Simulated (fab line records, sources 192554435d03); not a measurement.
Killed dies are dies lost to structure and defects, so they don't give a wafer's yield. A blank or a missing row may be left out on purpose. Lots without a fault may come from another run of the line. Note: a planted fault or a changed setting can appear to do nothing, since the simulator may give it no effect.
One fault through the eyes of 3 desks / flow n5-finfet / each desk holds nothing but its own numbers, with what lay behind them at the end

== TOOL OWNER'S DESK, cvd-co-02 ==
At N5_BEOL_M4_PRE_CLEAN_60 (time 15 s), the tool's own readings, given per lot that ran on this tool as the mean of the sampled wafers with a number. The brackets show how far a lot's mean lies from the usual mean; more than 4 standard deviations puts the lot out of limits, marked OUT.
Columns: A = heater-power-outer-w at N5_BEOL_M4_PRE_CLEAN_60, usual 27 W; B = heater-power-w at N5_BEOL_M4_PRE_CLEAN_60, usual 102 W
lot=L170; first seen here=day 8 00:32; A=35; B=108
lot=L171; first seen here=day 8 03:15; A=35; B=108
lot=L174; first seen here=day 9 04:56; A=34; B=109
lot=L178; first seen here=day 10 08:18; A=29; B=96
lot=L185; first seen here=day 12 03:35; A=39; B=123
lot=L187; first seen here=day 12 18:56; A=35; B=108
This desk's verdict: no lot among the 6 shows anything out of limits.

== AT THE METROLOGY DESK ==
What the gauges read, lot by lot, whatever tool the lot ran on: means of the sampled wafers that have a number. The brackets show how far a lot's mean lies from the usual mean; more than 4 standard deviations puts the lot out of limits, marked OUT. Of its 10 readings 7 are shown: those that lie furthest out on some lot.
Columns: A = DIBL_P at N5_BEOL_M4_RC_MEAS_101, usual 35.9 mV/V; B = IOFF_N at N5_BEOL_M4_RC_MEAS_101, usual 0.152 nA/um; C = IOFF_P at N5_BEOL_M4_RC_MEAS_101, usual 0.20 nA/um; D = ION_N at N5_BEOL_M4_RC_MEAS_101, usual 670 uA/um; E = ION_P at N5_BEOL_M4_RC_MEAS_101, usual 459 uA/um; F = SS_P at N5_BEOL_M4_RC_MEAS_101, usual 73.2 mV/dec; G = VT_P at N5_BEOL_M4_RC_MEAS_101, usual -252 mV
lot=L170; first seen here=day 8 00:49; A=36.2; B=0.149; C=0.23; D=673; E=468; F=73.2; G=-247
lot=L171; first seen here=day 8 03:50; A=35.5; B=0.156; C=0.21; D=667; E=459; F=72.8; G=-250
lot=L174; first seen here=day 9 05:32; A=35.9; B=0.156; C=0.20; D=682; E=462; F=73.0; G=-250
lot=L175; first seen here=day 9 10:07; A=38.1; B=0.169; C=0.21; D=681; E=462; F=73.5; G=-251
lot=L178; first seen here=day 10 08:34; A=34.3; B=0.147; C=0.19; D=677; E=462; F=73.1; G=-254
lot=L179; first seen here=day 10 12:04; A=39.1; B=0.190; C=0.21; D=681; E=461; F=73.7; G=-253
lot=L180; first seen here=day 10 16:03; A=37.2; B=0.177; C=0.22; D=685; E=468; F=73.5; G=-250
lot=L185; first seen here=day 12 04:01; A=32.7; B=0.132; C=0.15; D=661; E=447; F=72.4; G=-254
lot=L187; first seen here=day 12 19:14; A=36.2; B=0.156; C=0.21; D=677; E=463; F=72.6; G=-250
This desk's verdict: no lot among the 9 shows anything out of limits.

== THE DEFECT DESK ==
Per lot, the means of the sampled wafers with a number show what the inspections along the route counted. The brackets show how far a lot's mean lies from the usual mean; more than 4 standard deviations puts the lot out of limits, marked OUT.
Columns: A = raw-defect-count at N5_BEOL_M4_INSPECT_59, usual 73; B = raw-defect-count at N5_BEOL_M5_INSPECT_13, usual 443; C = raw-defect-count at N5_BEOL_M5_INSPECT_30, usual 437
lot=L170; first seen here=day 8 00:47; A=75; B=580; C=573
lot=L171; first seen here=day 8 03:30; A=71; B=434; C=446
lot=L174; first seen here=day 9 05:11; A=115; B=499; C=430
lot=L175; first seen here=day 9 09:56; A=103; B=422; C=362
lot=L178; first seen here=day 10 08:33; A=75; B=335; C=341
lot=L179; first seen here=day 10 11:41; A=65; B=547; C=495
lot=L180; first seen here=day 10 15:52; A=60; B=413; C=367
lot=L185; first seen here=day 12 03:50; A=206 (+5.8) OUT; B=748; C=732
lot=L187; first seen here=day 12 19:13; A=210 (+5.9) OUT; B=720; C=651
Finding of this desk: L185, L187 out of limits; the first was L185 at day 12 03:50, on raw-defect-count at N5_BEOL_M4_INSPECT_59. L170, L171, L174, L175, L178, L179, L180: within limits.

== ALL TOGETHER ==
The defect desk could have raised an alarm at day 12 03:50, on L185, L187.
Nothing out of limits was seen by the tool owner's desk.
From the metrology desk's view, nothing was out of limits.
On record at the tool owner's desk: L185, L187, within its limits.
The metrology desk holds a record of L185, L187, inside its limits.
The lots listed all ran N5_BEOL_M4_PRE_CLEAN_60 on cvd-co-02.

== WHAT HAD BEEN PUT IN BY THE SIMULATOR ==
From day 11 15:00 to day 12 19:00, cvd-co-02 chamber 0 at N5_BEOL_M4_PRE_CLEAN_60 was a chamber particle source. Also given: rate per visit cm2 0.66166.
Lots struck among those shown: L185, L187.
Hours from the fault's start to each desk's first reading out of limits: the defect desk, 13.
